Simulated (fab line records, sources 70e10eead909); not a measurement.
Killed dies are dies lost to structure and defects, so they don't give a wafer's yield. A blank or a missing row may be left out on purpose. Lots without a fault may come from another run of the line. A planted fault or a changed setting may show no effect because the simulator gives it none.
Chamber matching | flow nand_harc | NHARC_A_SGD_CUT_DESCUM_14 on rie_diel-05: 4 sister chambers
The step chemistry O2, time 3 s. 16 wafers are shown with their chamber, then 8 later ones without.

WAFERS WITH THEIR CHAMBER
wafer  | chamber | drypump_motor_current_A (A) | oes_product_au (a.u.) | throttle_valve_pct (%)
L497.2 | 3       | 6.4                         | 1.018                 | 11.304
L497.3 | 0       | 5.2                         | 1.002                 | 11.317
L497.5 | 3       | 6.4                         | 1.009                 | 11.314
L500.2 | 2       | 6.3                         | 0.988                 | 11.310
L500.3 | 3       | 6.4                         | 1.012                 | 11.325
L500.4 | 1       | 5.9                         | 1.001                 | 11.319
L503.2 | 1       | 5.9                         | 1.009                 | 11.321
L503.3 | 2       | 6.3                         | 0.997                 | 11.302
L503.6 | 0       | 5.2                         | 1.011                 | 11.311
L505.1 | 2       | 6.3                         | 1.004                 | 11.315
L505.2 | 3       | 6.4                         | 1.019                 | 11.318
L505.5 | 3       | 6.4                         | 1.022                 | 11.328
L507.2 | 2       | 6.4                         | 1.005                 | 11.308
L507.5 | 3       | 6.3                         | 1.011                 | 11.316
L507.6 | 0       | 5.2                         | 1.017                 | 11.305
L510.1 | 2       | 6.3                         | 0.992                 | 11.296

SIGNATURES (means of the wafers above)
reading                 | chamber 0 | chamber 1 | chamber 2 | chamber 3 | scatter within a chamber
drypump_motor_current_A | 5.200     | 5.900     | 6.320     | 6.383     | 0.0369
oes_product_au          | 1.01000   | 1.00500   | 0.99720   | 1.01517   | 0.00645
throttle_valve_pct      | 11.31100  | 11.32000  | 11.30620  | 11.31750  | 0.00738
Rule: a wafer's distance from a chamber is the root of the sum, over the readings, of the square of ((its reading less the chamber's mean) divided by the reading's scatter). The wafer belongs to the nearest chamber; if the next one is less than 2 further off, it can't be placed. The scatter: the root of (the sum of the squares of (reading less its chamber's mean) over the shown wafers, divided by (wafers less chambers)).

WAFERS WITHOUT THEIR CHAMBER
wafer  | drypump_motor_current_A (A) | oes_product_au (a.u.) | throttle_valve_pct (%)
L510.2 | 6.4                         | 1.010                 | 11.318
L510.5 | 6.4                         | 1.014                 | 11.323
L513.2 | 6.3                         | 1.006                 | 11.303
L513.3 | 5.2                         | 1.026                 | 11.319
L513.6 | 5.8                         | 1.001                 | 11.308
L514.2 | 5.8                         | 1.004                 | 11.325
L514.4 | 6.4                         | 1.018                 | 11.306
L514.6 | 6.4                         | 1.009                 | 11.310

WHICH CHAMBER EACH WENT THROUGH
wafer  | from the rows above     | in truth
L510.2 | 3                       | 3
L510.5 | 3                       | 3
L513.2 | can't be placed: 2 or 3 | 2
L513.3 | 0                       | 0
L513.6 | 1                       | 1
L514.2 | 1                       | 1
L514.4 | 3                       | 3
L514.6 | can't be placed: 3 or 2 | 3
Placed correctly: 6 of 8. Can't be placed from these rows: 2 (the true chamber is among the candidates in 2). Placed wrongly: 0.
